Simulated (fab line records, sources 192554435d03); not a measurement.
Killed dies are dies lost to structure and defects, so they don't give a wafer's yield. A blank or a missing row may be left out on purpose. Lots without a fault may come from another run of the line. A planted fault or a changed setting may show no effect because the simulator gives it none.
One fault seen from 2 desks | flow n5_finfet | each desk has only its own numbers; what lay behind them comes last

THE TOOL OWNER'S DESK: rie_si-03
The tool's own readings at N5_SD_EPI_N_SD_RECESS_17 (chemistry HBr/Cl2/O2, target depth 41 nm, time 23.7 s, bt time 3 s): means of the sampled wafers that have a number, for each lot that ran on this tool. A lot is out of limits, marked OUT, if its mean lies more than 4 standard deviations from the usual mean; the brackets give that distance.
Columns: A = drypump_motor_current_A at N5_SD_EPI_N_SD_RECESS_17, usual 5.8 A; B = oes_product_au at N5_SD_EPI_N_SD_RECESS_17, usual 0.999 a.u.; C = throttle_valve_pct at N5_SD_EPI_N_SD_RECESS_17, usual 37.05 %
lot  | first seen here | A   | B     | C
L493 | day 3 05:43     | 5.9 | 0.997 | 36.95
L495 | day 3 18:05     | 6.0 | 1.001 | 36.92
L496 | day 4 02:39     | 5.9 | 1.003 | 36.81
L499 | day 4 19:31     | 5.8 | 1.012 | 36.83
L500 | day 4 23:56     | 6.1 | 0.997 | 37.04
L502 | day 5 13:31     | 6.0 | 1.006 | 36.98
This desk's finding: nothing out of limits on any of the 6 lots.

THE METROLOGY DESK
What the gauges read, lot by lot, whatever tool the lot ran on: means of the sampled wafers that have a number. A lot is out of limits, marked OUT, if its mean lies more than 4 standard deviations from the usual mean; the brackets give that distance. Of its 15 readings 7 are shown: the one that was out of limits first, and those that lie furthest out on some lot.
Columns: A = CJ_N at N5_BEOL_M4_RC_MEAS_101, usual 4.39; B = DIBL_N at N5_BEOL_M4_RC_MEAS_101, usual 36.3 mV/V; C = IOFF_N_LONG at N5_BEOL_M4_RC_MEAS_101, usual 5.56e-05 nA/um; D = ION_N at N5_BEOL_M4_RC_MEAS_101, usual 676 uA/um; E = REXT_N at N5_BEOL_M4_RC_MEAS_101, usual 74.7 ohm.um; F = VT_N at N5_BEOL_M4_RC_MEAS_101, usual 249.3 mV; G = VT_N_LVT at N5_BEOL_M4_RC_MEAS_101, usual 98.2 mV
lot  | first seen here | A              | B    | C        | D              | E               | F     | G
L493 | day 9 01:08     | 4.28           | 37.9 | 5.41e-05 | 672            | 75.8            | 248.6 | 96.6
L495 | day 9 08:10     | 4.34           | 34.4 | 5.85e-05 | 685            | 73.5            | 249.2 | 96.8
L496 | day 9 14:32     | 4.37           | 37.1 | 5.42e-05 | 687            | 74.1            | 248.0 | 95.1
L499 | day 10 08:52    | 3.49 (-12) OUT | 35.4 | 5.37e-05 | 614 (-6.2) OUT | 83.5 (+4.9) OUT | 252.2 | 104.2
L500 | day 10 19:06    | 3.15 (-17) OUT | 31.7 | 4.99e-05 | 593 (-8.4) OUT | 82.7 (+4.4) OUT | 256.2 | 106.4
L502 | day 11 14:51    | 3.50 (-12) OUT | 33.5 | 5.15e-05 | 615 (-6.2) OUT | 82.0 (+4.1) OUT | 254.7 | 102.2
L509 | day 12 23:14    | 4.40           | 39.6 | 5.53e-05 | 681            | 72.5            | 245.6 | 95.7
L512 | day 13 16:11    | 4.36           | 36.4 | 5.65e-05 | 682            | 76.1            | 248.5 | 98.1
L513 | day 13 21:23    | 4.42           | 35.9 | 5.38e-05 | 671            | 72.3            | 251.8 | 99.2
L515 | day 14 08:29    | 4.51           | 37.1 | 6.02e-05 | 683            | 75.3            | 245.9 | 93.2
This desk's finding: out of limits on L499, L500, L502; first on L499, day 10 08:52 (CJ_N at N5_BEOL_M4_RC_MEAS_101). In limits: L493, L495, L496, L509, L512, L513, L515.

PUT TOGETHER
The metrology desk could have raised an alarm at day 10 08:52, on L499, L500, L502.
The tool owner's desk saw nothing out of limits.
The tool owner's desk has L499, L500, L502 on record, within its limits.
Of the lots named, all ran N5_SD_EPI_N_SD_RECESS_17 on rie_si-03.

WHAT THE SIMULATOR HAD PUT IN
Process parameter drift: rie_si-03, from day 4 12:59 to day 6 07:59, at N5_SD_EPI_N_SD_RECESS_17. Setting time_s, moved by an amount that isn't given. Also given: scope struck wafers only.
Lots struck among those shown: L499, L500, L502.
Hours from the fault's start to each desk's first reading out of limits: the metrology desk, 140.
